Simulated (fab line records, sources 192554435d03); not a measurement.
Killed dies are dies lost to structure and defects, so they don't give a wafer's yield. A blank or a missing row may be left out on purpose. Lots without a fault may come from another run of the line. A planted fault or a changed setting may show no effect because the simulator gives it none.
fab line records | flow n5_finfet
record lots=10 wafers=28 last_day=17
route steps=1938 shown BEOL_M1@754 BEOL_M4@1111 PASSIVATION@1936
lots that met no fault: from a run of the same line without faults
start_h: hours from the record's first day to the start of the lot's first wafer shown | wait_h: hours since the lot's step before | " the same as in the row above | L1.1+2: a row that stands for several wafers | - no value, or no start given | * or withheld: withheld | < > ~ a bound
route shown NAME@n: a module of which the file shows steps, and the number in the route of the first | usual: mean/standard deviation of fault-free wafers | same: alike in all rows | chamber/n: place in a boat | sites: the reading at each site | _std_site: their standard deviation | _edge_site: outer sites' mean less inner sites' | radius_mm: how far each site lies from the wafer's centre | mask NAME#n: copy n | behind: the tool/chamber that last shaped the wafer | hold: why the lot was held/for how many hours/how that ended | device: the transistor (n, p or np) that didn't switch | end of line: the same wafers' tests at the end of the route | a step without rows: its recipe alone | killed: dies lost to structure and defects at the first sort, not the wafer's yield | map: a wafer's dies, x killed, . not, _ none there
set.NAME: the setting as run; set.NAME@STEP: as run at that earlier step | model.NAME: the simulator's own value behind a step, which no gauge read
steps of the route over a sample of lots; a table a step, a row a wafer
services: from which hour (start_h, from the record's first day; less than 0 if before it) a tool's chamber was out of use, for how many hours, and why
## steps
# step N5_BEOL_M1_HM_DEP_02
# recipe material=TiN target_thk_a=200 temp_c=25 chamber_pressure_pa=0.49996
# usual throttle_valve_pct=30.4/0.83
# columns lot.wafer tool chamber start_h wait_h throttle_valve_pct
L879.2 pvd_sputter-02 - 130.43 3.0 29.4
L879.5 " - " " 29.4
L882.1 pvd_sputter-01 - 143.12 0.6 30.7
L882.4 " - " " 30.7
L882.5 " - " " 30.5
L883.1 pvd_sputter-02 - 143.93 0.6 32.5
L883.2 " - " " 29.6
L883.3 " - " " 29.3
L887.1 pvd_sputter-02 - 169.74 0.5 29.6
L887.4 " - " " 31.1
L887.5 " - " " 29.2
L888.1 pvd_sputter-01 - 177.09 1.1 30.5
L888.5 " - " " 30.7
L889.1 pvd_sputter-01 - 183.88 1.6 30.7
L889.2 " - " " 30.5
L889.5 " - " " 30.8
L890.3 pvd_sputter-01 - 198.00 1.3 30.6
L890.4 " - " " 30.6
L890.5 " - " " 30.4
L900.1 pvd_sputter-03 - 247.92 0.3 30.8
L900.3 " - " " 30.5
L900.6 " - " " 29.4
L901.2 pvd_sputter-01 - 252.70 0.6 31.0
L901.3 " - " " 30.0
L901.5 " - " " 30.6
L902.1 pvd_sputter-01 - 262.35 2.5 29.6
L902.2 " - " " 30.7
L902.3 " - " " 30.7
# step N5_BEOL_M1_STRIP_19
# recipe chemistry=O2 power_w=400 temp_c=40 pressure_mtorr=30 rf_frequency_hz=6e+07 bias_power_w=0 overash_fraction=0.2 o2_flow_sccm=225
# usual drypump_motor_current_A=5.8/0.35 oes_product_au=0.79/0.069 rf_vpp_V=3.6/0.46 showerhead_plenum_p_Torr=2.07/0.082 throttle_valve_pct=16.6/0.32
# same bias_power_w=0
# columns lot.wafer tool chamber start_h wait_h drypump_motor_current_A oes_product_au rf_hours_counter_h rf_vpp_V showerhead_plenum_p_Torr throttle_valve_pct
L879.2 rie_diel-02 2 131.46 0.1 5.7 0.86 49 4.2 2.20 16.5
L879.5 " 3 " " 6.2 0.86 - 3.1 2.02 16.3
L882.1 rie_diel-02 0 145.08 0.2 5.2 0.76 142 4.2 2.10 16.7
L882.4 " 1 " " 6.0 0.69 188 2.9 2.02 16.8
L882.5 " 3 " " 6.2 0.85 - 4.8 2.02 16.3
L883.1 rie_diel-02 1 145.51 0.1 6.0 0.70 188 4.3 2.02 16.8
L883.2 " 2 " " 5.7 0.86 54 3.9 2.20 16.6
L883.3 " 0 " " 5.2 0.76 143 4.4 2.10 16.7
L887.1 rie_diel-05 0 170.80 0.1 5.5 0.89 56 3.4 2.05 16.3
L887.4 " 1 " " 5.5 0.72 203 4.3 2.03 17.4
L887.5 " 0 " " 5.5 0.88 - 4.4 2.05 16.3
L888.1 rie_diel-05 3 178.00 0.1 5.9 0.77 149 3.5 2.16 16.9
L888.5 " 2 " " 6.0 0.76 - 4.0 1.93 16.4
L889.1 rie_diel-06 3 184.88 0.1 6.5 0.93 12 4.1 2.07 16.2
L889.2 " 2 " " 5.6 0.77 152 4.0 2.17 16.4
L889.5 " 1 " " 5.8 0.72 - 3.1 1.99 17.0
L890.3 rie_diel-06 0 199.04 0.1 6.3 0.88 52 3.6 2.14 16.7
L890.4 " 3 " " 6.4 0.92 16 3.5 2.07 16.2
L890.5 " 0 " " 6.3 0.88 - 3.0 2.14 16.7
L900.1 rie_diel-05 2 248.91 0.1 6.0 0.74 153 2.8 1.92 16.4
L900.3 " 3 " " 5.9 0.76 169 4.8 2.15 16.9
L900.6 " 1 " " 5.4 0.70 - 4.6 2.03 17.4
L901.2 rie_diel-02 0 253.61 0.1 5.2 0.74 177 3.9 2.09 16.8
L901.3 " 3 " " 6.2 0.82 97 3.6 2.01 16.4
L901.5 " 3 " " 6.2 0.82 - 3.0 2.01 16.4
L902.1 rie_diel-05 1 263.44 0.1 5.5 0.71 229 3.9 2.02 17.4
L902.2 " 2 " " 6.0 0.74 158 3.3 1.92 16.4
L902.3 " 3 " " 6.0 0.77 174 3.0 2.15 16.9
# step N5_BEOL_M1_EXPOSE_25
# recipe mask_id=V0 na=0.33 source_shape=quasar sigma_inner=0.2 sigma_outer=0.8 polarization=unpolarized defocus_nm=5 target_cd_nm=24 dose_mj=63
# columns lot.wafer tool chamber start_h wait_h mask
L879.2+5 euv_scanner-01 0 131.71 - V0#0
L882.1+4+5 euv_scanner-01 0 145.32 - V0#0
L883.1+2+3 euv_scanner-01 0 145.76 - V0#0
L887.1+4+5 euv_scanner-01 0 171.04 - V0#0
L888.1+5 euv_scanner-01 0 178.24 - V0#0
L889.1+2+5 euv_scanner-01 0 185.12 - V0#0
L890.3+4+5 euv_scanner-01 0 199.30 - V0#0
L900.1+3+6 euv_scanner-02 0 249.28 - V0#0
L901.2+3+5 euv_scanner-02 0 253.86 - V0#0
L902.1+2+3 euv_scanner-02 0 263.68 - V0#0
# step N5_BEOL_M1_CD_MEAS_28
# recipe landing_energy_ev=500 detector=se_inlens target_cd_y_nm=23.3
# usual cd_nm=24.01/0.26
# columns lot.wafer tool chamber start_h wait_h cd_nm
L879.2 cd_sem-03 0 131.85 - 24.02
L879.5 " 0 " " 24.19
L882.1 cd_sem-01 0 145.46 - 23.95
L882.4 " 0 " " 24.48
L882.5 " 0 " " 24.14
L883.1 cd_sem-02 0 145.90 - 24.20
L883.2 " 0 " " 24.41
L883.3 " 0 " " 24.26
L887.1 cd_sem-02 0 171.19 - 23.76
L887.4 " 0 " " 23.68
L887.5 " 0 " " 24.17
L888.1 cd_sem-03 0 178.38 - 23.96
L888.5 " 0 " " 24.02
L889.1 cd_sem-02 0 185.27 - 18.68
L889.2 " 0 " " 24.13
L889.5 " 0 " " 23.69
L890.3 cd_sem-02 0 199.43 - 20.37
L890.4 " 0 " " 24.20
L890.5 " 0 " " 24.13
L900.1 cd_sem-01 0 249.43 - 23.41
L900.3 " 0 " " 23.83
L900.6 " 0 " " 24.05
L901.2 cd_sem-02 0 254.00 - 23.41
L901.3 " 0 " " 24.01
L901.5 " 0 " " 24.19
L902.1 cd_sem-03 0 263.82 - 23.84
L902.2 " 0 " " 23.99
L902.3 " 0 " " 24.11
# step N5_BEOL_M1_ETCHBACK_99
# recipe chemistry=CHF3 target=SiO2 target_depth_a=50 time_s=10.4 source_w=215 bias_w=47 Ar_flow_sccm=200 CHF3_flow_sccm=12 ion_energy_ev=100 pressure_mtorr=30
# usual bias_w=47.02/0.13 drypump_motor_current_A=5.8/0.34 oes_product_au=0.79/0.071 rf_vpp_V=239/7.2 showerhead_plenum_p_Torr=2.12/0.093 throttle_valve_pct=17.05/0.3
# columns lot.wafer tool chamber start_h wait_h bias_w drypump_motor_current_A oes_product_au rf_hours_counter_h rf_vpp_V showerhead_plenum_p_Torr throttle_valve_pct
L879.2 rie_diel-06 2 133.29 0.4 47.00 5.6 0.77 137 238 2.26 16.92
L879.5 " 2 " " 46.98 5.6 0.77 - 239 2.26 16.90
L882.1 rie_diel-05 2 149.65 3.5 46.81 6.0 0.76 127 235 1.99 16.77
L882.4 " 3 " " 47.16 5.9 0.76 142 257 2.27 17.49
L882.5 " 3 " " 47.08 5.9 0.76 - 256 2.27 17.49
L883.1 rie_diel-06 3 149.77 3.4 47.16 6.4 0.98 3 232 2.11 16.46
L883.2 " 1 " " 46.98 5.7 0.73 207 240 2.05 17.37
L883.3 " 0 " " 47.16 6.3 0.88 38 234 2.17 16.93
L887.1 rie_diel-05 2 176.62 5.1 47.21 6.0 0.77 135 235 1.99 16.78
L887.4 " 3 " " 47.20 6.0 0.75 149 255 2.26 17.48
L887.5 " 0 " " 46.92 5.5 0.90 - 240 2.11 16.68
L888.1 rie_diel-05 0 179.88 1.2 46.91 5.5 0.89 58 239 2.11 16.70
L888.5 " 2 " " 46.92 6.0 0.75 - 236 1.99 16.80
L889.1 rie_diel-02 0 186.98 1.0 46.90 5.3 0.74 156 228 2.12 16.96
L889.2 " 1 " " 47.03 6.0 0.70 200 233 2.02 16.99
L889.5 " 1 " " 46.88 6.0 0.70 - 233 2.02 16.97
L890.3 rie_diel-02 2 204.67 4.9 46.92 5.7 0.84 71 244 2.27 17.12
L890.4 " 0 " " 46.67 5.2 0.75 161 227 2.12 16.96
L890.5 " 3 " " 47.18 6.2 0.84 - 241 2.10 16.93
L900.1 rie_diel-06 3 250.00 0.3 47.09 6.5 0.91 30 235 2.10 16.51
L900.3 " 1 " " 47.29 5.8 0.70 236 240 2.04 17.43
L900.6 " 2 " " 47.06 5.6 0.72 - 241 2.25 16.97
L901.2 rie_diel-02 3 254.71 0.1 46.97 6.2 0.82 98 242 2.10 16.97
L901.3 " 1 " " 46.83 6.0 0.70 222 233 2.02 17.03
L901.5 " 0 " " 47.06 5.3 0.74 - 227 2.12 17.00
L902.1 rie_diel-05 1 277.02 12.3 47.11 5.4 0.70 236 234 2.04 17.63
L902.2 " 2 " " 47.08 6.0 0.73 165 236 1.98 16.84
L902.3 " 3 " " 46.85 5.9 0.73 180 255 2.25 17.53
# step N5_BEOL_M4_RC_MEAS_101
# usual DIBL_N=36.2/2 DIBL_P=36.1/2.4 IOFF_N=0.16/0.035 IOFF_P=0.22/0.041 ION_N=675/14 ION_P=465/8.6 SS_N=71.5/0.64 SS_P=73.2/0.76 VT_N=250/3.9 VT_P=-249/3.4
# columns lot.wafer tool chamber start_h wait_h DIBL_N[mV/V] DIBL_P[mV/V] IOFF_N[nA/um] IOFF_P[nA/um] ION_N[uA/um] ION_P[uA/um] SS_N[mV/dec] SS_P[mV/dec] VT_N[mV] VT_P[mV]
L879.2 prober-02 0 175.05 0.2 38.0 37.1 0.19 0.23 692 470 72.1 73.5 247 -248
L879.5 " 0 " " 38.1 37.0 0.19 0.22 686 465 71.9 73.8 249 -252
L882.1 prober-02 0 196.07 0.0 36.6 35.9 0.18 0.23 688 476 71.7 73.7 245 -248
L882.4 " 0 " " 35.0 33.7 0.14 0.18 659 447 71.1 72.8 251 -252
L882.5 " 0 " " 37.3 37.3 0.20 0.25 688 469 71.7 74.3 241 -246
L883.1 prober-02 0 199.14 0.0 32.9 33.1 0.10 0.15 650 449 71.1 71.9 256 -252
L883.2 " 0 " " 34.0 35.1 0.12 0.18 658 463 71.1 72.5 254 -250
L883.3 " 0 " " 33.6 35.0 0.10 0.17 643 454 70.4 73.3 257 -252
L887.1 prober-01 0 213.22 0.0 35.8 36.1 0.17 0.22 674 459 72.0 72.8 245 -247
L887.4 " 0 " " 39.0 40.3 0.22 0.29 679 463 72.3 73.5 248 -244
L887.5 " 0 " " 36.4 37.6 0.18 0.25 686 467 70.7 74.2 248 -245
L888.1 prober-02 0 225.18 0.0 38.0 38.3 0.20 0.25 684 474 70.9 73.9 243 -247
L888.5 " 0 " " 37.2 37.9 0.18 0.25 673 469 71.1 73.4 245 -247
L889.2 prober-02 0 227.14 0.2 39.9 38.2 0.20 0.24 688 464 72.2 74.2 248 -248
L889.5 " 0 " " 39.2 39.2 0.21 0.23 693 468 72.0 74.3 246 -249
L890.4 prober-01 0 245.71 0.5 35.1 34.7 0.14 0.23 664 467 71.1 73.7 249 -247
L890.5 " 0 " " 32.3 31.9 0.10 0.18 664 468 70.6 70.9 255 -249
L900.1 prober-02 0 295.93 0.0 35.1 34.5 0.12 0.15 673 450 70.5 73.3 255 -255
L900.3 " 0 " " 39.0 38.9 0.17 0.20 664 453 72.7 74.4 254 -252
L900.6 " 0 " " 39.5 40.1 0.18 0.21 679 456 72.6 73.8 256 -253
L901.2 prober-01 0 298.72 0.2 36.4 34.9 0.14 0.19 669 456 71.8 72.9 253 -251
L901.3 " 0 " " 37.7 37.5 0.19 0.22 682 464 71.5 74.7 247 -251
L901.5 " 0 " " 38.0 37.4 0.18 0.24 678 461 72.2 74.3 250 -246
L902.1 prober-01 0 314.81 0.0 36.4 36.3 0.15 0.18 654 446 71.6 73.3 257 -255
L902.2 " 0 " " 36.0 36.5 0.14 0.18 671 454 71.5 73.3 254 -254
L902.3 " 0 " " 33.9 33.8 0.12 0.16 669 458 70.8 71.7 254 -256
# step N5_PASSIVATION_PROBE_49
# usual defect_limited_yield=91.1/1.4 killed_at_M0_to_M3=36/9.9 killed_at_M4_up=13/5.8 killed_at_contacts=14/5.9 killed_at_front_end=39/11 killed_at_other=3.4/2.9 killed_dies=105/17 killed_on_rim=15/3.9 killed_open=70/13 killed_short=34/7.3 sort_bin_5_function=5.3/1 sort_bin_6_memory=3.3/0.62 sort_bin_8_speed=0.01/0.057 sort_n_pass=1075/17
# same gross_dies=1180 killed_at_back_side=0 sort_bin_4_leakage[%]=0
# columns lot.wafer tool chamber start_h wait_h defect_limited_yield[%] killed_at_M0_to_M3 killed_at_M4_up killed_at_contacts killed_at_front_end killed_at_other killed_dies killed_on_rim killed_open killed_short sort_bin_5_function[%] sort_bin_6_memory[%] sort_bin_8_speed[%] sort_n_pass
L882.1 prober-01 - 297.32 0.0 90.3 36 5 17 54 3 115 15 77 38 5.3 4.3 0 1065
L882.4 prober-01 - 297.47 0.2 92.7 29 6 14 37 0 86 14 61 25 4.7 2.3 0 1094
L882.5 prober-01 - 297.52 0.2 91.8 44 5 6 41 1 97 17 67 30 4.7 3.1 0 1083
L888.5 prober-01 - 323.99 0.2 94.4 32 4 1 24 5 66 16 48 18 3.4 1.9 0 1114
L889.1 prober-02 - 333.56 0.4 0.4 1126 14 7 28 0 1175 148 57 23 97.1 2.2 0 5
L889.2 prober-02 - 333.61 0.4 92.8 28 17 15 22 3 85 8 55 30 4.2 2.7 0 1095
L889.5 prober-02 - 333.76 0.6 91.5 24 25 14 37 0 100 13 74 25 5.0 3.1 0 1080
L890.3 prober-01 - 353.81 0.1 4.8 1070 6 18 23 6 1123 134 65 27 91.9 2.9 0 57
L890.4 prober-01 - 353.86 0.2 92.1 30 13 5 38 7 93 18 66 22 4.3 3.1 0 1087
L890.5 prober-01 - 353.91 0.2 89.4 26 19 15 57 8 125 18 84 40 6.9 3.3 0 1055
L900.1 prober-01 - 400.45 0.0 91.9 34 11 15 36 0 96 23 65 28 4.7 2.9 0 1084
L900.3 prober-01 - 400.55 0.1 91.4 37 16 21 25 2 101 15 66 34 4.8 3.5 0 1079
L900.6 prober-01 - 400.70 0.3 91.1 45 15 17 26 2 105 11 68 36 5.4 3.2 0 1075
# killed by level:class
L882.1 STI_FIN_REVEAL:geometric_particle:open=21 MOL_CONTACT_COAG:geometric_particle:open=15 BEOL_M3:geometric_particle:open=8 FIN_SAQP:geometric_particle:open=7 BEOL_M1:geometric_particle:open=7 FIN_SAQP:geometric_particle:short=6 BEOL_M3:geometric_particle:short=5 DUMMY_GATE:geometric_particle:open=4
L882.4 MOL_CONTACT_COAG:geometric_particle:open=12 BEOL_M3:geometric_particle:open=11 FIN_SAQP:geometric_particle:open=9 FIN_SAQP:geometric_particle:short=7 STI_FIN_REVEAL:geometric_particle:open=6 BEOL_M0_SAQP:geometric_particle:open=5 BEOL_M0_SAQP:geometric_particle:short=5 FIN_CUT:geometric_particle:short=3
L882.5 BEOL_M1:geometric_particle:open=10 BEOL_M3:geometric_particle:open=9 FIN_SAQP:geometric_particle:open=8 BEOL_M2:geometric_particle:open=7 BEOL_M0_SAQP:geometric_particle:short=7 BEOL_M0_SAQP:geometric_particle:open=7 FIN_SAQP:geometric_particle:short=5 STI_FIN_REVEAL:geometric_particle:open=5
L888.5 BEOL_M2:geometric_particle:open=18 FIN_SAQP:geometric_particle:short=4 FIN_SAQP:geometric_particle:open=4 STI_FIN_REVEAL:geometric_particle:open=4 BEOL_M1:geometric_particle:open=4 ILD0:geometric_particle:open=3 ILD0:geometric_particle:short=3 GATE_CUT:geometric_particle:open=2
L889.1 BEOL_M1:area_expose=1095 BEOL_M3:geometric_particle:open=12 BEOL_M4:geometric_particle:open=8 BEOL_M2:geometric_particle:open=8 STI_FIN_REVEAL:geometric_particle:open=7 MOL_CONTACT_COAG:geometric_particle:open=4 BEOL_M0_SAQP:geometric_particle:open=4 GATE_CUT:geometric_particle:short=3
L889.2 MOL_CONTACT_COAG:geometric_particle:open=13 BEOL_M0_SAQP:geometric_particle:short=11 BEOL_M4:geometric_particle:open=11 BEOL_M0_SAQP:geometric_particle:open=8 GATE_CUT:geometric_particle:short=4 FIN_SAQP:geometric_particle:short=3 GATE_CUT:geometric_particle:open=3 BEOL_M3:geometric_particle:open=3
L889.5 BEOL_M4:geometric_particle:open=12 MOL_CONTACT_COAG:geometric_particle:open=11 BEOL_M2:geometric_particle:open=9 STI_FIN_REVEAL:geometric_particle:open=7 DUMMY_GATE:geometric_particle:open=7 FIN_SAQP:geometric_particle:short=5 BEOL_M1:geometric_particle:open=5 FIN_SAQP:geometric_particle:open=4
L890.3 BEOL_M1:area_expose=1029 MOL_CONTACT_COAG:geometric_particle:open=14 BEOL_M2:geometric_particle:open=11 BEOL_M0_SAQP:geometric_particle:open=8 BEOL_M3:geometric_particle:open=7 FIN_SAQP:geometric_particle:open=4 MOL_CONTACT_COAG:geometric_particle:short=4 MIM_TOP_ETCH:geometric_particle:short=4
L890.4 STI_FIN_REVEAL:geometric_particle:open=10 BEOL_M0_SAQP:geometric_particle:open=9 BEOL_M4:geometric_particle:open=7 MOL_CONTACT_COAG:geometric_particle:open=5 BEOL_M0_SAQP:geometric_particle:short=5 FIN_SAQP:geometric_particle:short=4 BEOL_M1:geometric_particle:open=4 BEOL_M3:geometric_particle:open=4
L890.5 FIN_SAQP:geometric_particle:open=19 MOL_CONTACT_COAG:geometric_particle:open=11 BEOL_M5:geometric_particle:open=9 STI_FIN_REVEAL:geometric_particle:open=6 GATE_CUT:geometric_particle:short=6 BEOL_M2:geometric_particle:open=6 FIN_SAQP:geometric_particle:short=5 GATE_CUT:geometric_particle:open=5
L900.1 MOL_CONTACT_COAG:geometric_particle:open=11 STI_FIN_REVEAL:geometric_particle:open=9 BEOL_M0_SAQP:geometric_particle:short=8 FIN_SAQP:geometric_particle:open=7 GATE_CUT:geometric_particle:open=7 BEOL_M3:geometric_particle:open=7 BEOL_M2:geometric_particle:open=6 FIN_SAQP:geometric_particle:short=4
L900.3 MOL_CONTACT_COAG:geometric_particle:open=14 BEOL_M0_SAQP:geometric_particle:short=13 STI_FIN_REVEAL:geometric_particle:open=7 MOL_CONTACT_COAG:geometric_particle:short=7 BEOL_M2:geometric_particle:open=7 BEOL_M4:geometric_particle:open=7 FIN_SAQP:geometric_particle:open=5 BEOL_M3:geometric_particle:open=5
L900.6 MOL_CONTACT_COAG:geometric_particle:open=15 BEOL_M0_SAQP:geometric_particle:short=12 BEOL_M1:geometric_particle:open=10 BEOL_M0_SAQP:geometric_particle:open=7 FIN_SAQP:geometric_particle:short=6 FIN_SAQP:geometric_particle:open=5 BEOL_M3:geometric_particle:open=5 BEOL_M4:geometric_particle:open=4
## services
# columns tool chamber start_h hours kind
rie_diel-06 3 114.49 7.7 repair
euv_scanner-02 - 120.04 1.0 pm
euv_scanner-01 - 120.50 1.8 repair
rie_diel-06 3 122.23 - clean
rie_diel-06 3 122.23 - consumable_replace:focus_ring
rie_diel-06 3 122.23 20.7 scheduled_down
rie_diel-06 3 122.23 20.7 vent_cycle
rie_diel-05 1 130.42 3.7 repair
euv_scanner-01 - 137.84 4.6 pm
pvd_sputter-01 - 163.99 2.8 repair
euv_scanner-02 - 176.19 1.0 pm
euv_scanner-02 - 177.20 5.8 pm
rie_diel-02 3 192.97 4.2 repair
euv_scanner-01 - 196.73 1.0 pm
euv_scanner-02 0 216.51 - calibration
euv_scanner-01 0 222.28 - calibration
euv_scanner-02 - 228.99 4.6 pm
rie_diel-02 2 230.43 75.0 repair
euv_scanner-01 - 233.52 0.6 repair
euv_scanner-02 - 234.16 1.0 pm
rie_diel-02 - 257.21 15.6 pm
rie_diel-05 0 261.54 19.9 repair
rie_diel-06 2 264.89 6.7 repair
## key
first_sign step=N5_BEOL_M1_CD_MEAS_28 reading=cd_nm direction=down sigmas=17 usual=24.01 struck=19.52
effect step=N5_PASSIVATION_PROBE_49 reading=killed_at_M0_to_M3 direction=up sigmas=99+ usual=36 struck=1098
more_kills_born_at N5_BEOL_M1_EXPOSE_25@euv_scanner-01=2124
met_at N5_BEOL_M1_EXPOSE_25
struck_lots L889,L890
struck_wafers L889.1,L890.3
later_rows_left_out L889.1,L890.3
not_acting_at N5_BEOL_M1_HM_DEP_02,N5_BEOL_M1_STRIP_19,N5_BEOL_M1_ETCHBACK_99
onset_between 178.24 185.12
fault kind=process_parameter_drift tool=euv_scanner-01 chamber=- onset_h=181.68 steps=N5_BEOL_M1_EXPOSE_25 channel=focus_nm offset=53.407 shape=step end_h=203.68 scope=struck_wafers_only
# later_rows_left_out: the simulator's readings of these wafers behind a module that went badly wrong aren't trusted and aren't shown, but for the sort
